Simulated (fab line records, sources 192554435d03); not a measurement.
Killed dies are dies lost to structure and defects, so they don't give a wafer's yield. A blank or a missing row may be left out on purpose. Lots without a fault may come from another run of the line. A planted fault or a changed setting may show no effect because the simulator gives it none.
Split-lot experiment | flow n5_finfet | 7 lots, 21 wafers read, on a route of 1938 steps

THE SPLIT
At N5_BEOL_M1_COAT_76 (time 60 s, resist thk 5 nm), the setting spin_rpm was moved away from the recipe's 1500 rpm on 6 of the 21 wafers read, by -9.8% to +8.1%. The other wafers ran this setting at the recipe's value.

FROM THE SPLIT TO THE READING: what the file shows between them, 5 steps
- N5_BEOL_M1_EXPOSE_25: exposes mask V0, defocus 5 nm, target cd 24 nm (also split here: dose_mj)
- N5_BEOL_M1_PEB_26: peb time 60 s
- N5_BEOL_M1_DEVELOP_27: develop time 30 s
- N5_BEOL_M1_CD_MEAS_28: target cd y 23.3 nm
- N5_BEOL_M1_DESCUM_33: chemistry O2, time 7 s

THE READING
etch.depth_nm (the simulator's own value, which no gauge read), in nm, at N5_BEOL_M1_ETCH_77 (etches underlayer in N2/H2, target depth 6.5 nm, time 5.2 s). The file gives no usual value for it. The 15 wafers here that ran the recipe average 4.997 nm, standard deviation 0.012 nm.

wafer  | tool, chamber at the split | spin_rpm as run, rpm | against the recipe | etch.depth_nm, nm | against lot-mates on the recipe
L075.2 | litho_track-03, 0          | 1500                 | recipe             | 4.99              | -
L075.5 | litho_track-03, 0          | 1500                 | recipe             | 4.985             | -
L075.6 | litho_track-03, 0          | 1500                 | recipe             | 4.981             | -
L076.4 | litho_track-02, 0          | 1500                 | recipe             | 5                 | -
L076.5 | litho_track-02, 0          | 1500                 | recipe             | 5.007             | -
L076.6 | litho_track-02, 0          | 1500                 | recipe             | 4.998             | -
L082.1 | litho_track-02, 0          | 1622                 | +8.1%              | 4.822             | -0.182
L082.3 | litho_track-02, 0          | 1500                 | recipe             | 5.004             | -
L082.5 | litho_track-02, 0          | 1622                 | +8.1%              | 4.821             | -0.183
L081.2 | litho_track-03, 0          | 1500                 | recipe             | 5.002             | -
L081.3 | litho_track-03, 0          | 1595                 | +6.3%              | 4.846             | -0.156
L081.4 | litho_track-03, 0          | 1500                 | recipe             | 5.003             | -
L083.4 | litho_track-03, 0          | 1500                 | recipe             | 5.009             | -
L083.5 | litho_track-03, 0          | 1500                 | recipe             | 5.012             | -
L083.6 | litho_track-03, 0          | 1396                 | -6.9%              | 5.196             | +0.185
L096.2 | litho_track-02, 0          | 1500                 | recipe             | 4.991             | -
L096.3 | litho_track-02, 0          | 1500                 | recipe             | 4.975             | -
L096.4 | litho_track-02, 0          | 1500                 | recipe             | 4.983             | -
L097.2 | litho_track-01, 0          | 1500                 | recipe             | 5.016             | -
L097.3 | litho_track-01, 0          | 1353                 | -9.8%              | 5.293             | +0.277
L097.5 | litho_track-01, 0          | 1353                 | -9.8%              | 5.267             | +0.251

THE FIT
A straight line over all 21 wafers: etch.depth_nm changes by -0.026 nm for each +1% of spin_rpm; r = -0.99; the points scatter about the line by 0.018 nm.
The same after taking each lot's own level away (the mean of its wafers on the recipe; 21 wafers): -0.0252 nm for each +1%; r = -1.00; scatter 0.0099 nm.
On that fit, the largest move of spin_rpm shifts the reading by 0.25 nm.
The lots' own levels span 4.9830 to 5.0160 nm, that is 2.8 times the standard deviation above.
So the lot-to-lot level changes the slope little: the two slopes agree.
Check: with one of the wafers moved furthest among these (-9.8%) left out of the fit, the line predicts +0.242 nm for it against its lot-mates. It came out at +0.277 nm against them.

OTHER SPLITS ON THESE WAFERS
These wafers also went through other splits before the reading. Each is held against what the fit with the lots' levels taken away leaves over:
other split on the same wafers          | wafers away from the commonest value | r with etch.depth_nm (lot level and that fit taken away)
N5_MOL_CONTACT_COAG_COAT_64 spin_rpm    | 6                                    | +0.14
N5_BEOL_M0_SAQP_PECVD_03 time_s         | 5                                    | +0.00
N5_BEOL_M0_SAQP_ETCH_106 target_depth_a | 9                                    | -0.10
N5_BEOL_M1_EXPOSE_25 dose_mj            | 7                                    | +0.23

THE FILE'S OWN FIT
etch.depth_nm changes by -0.0254 nm for each +1% of spin_rpm, r = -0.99.
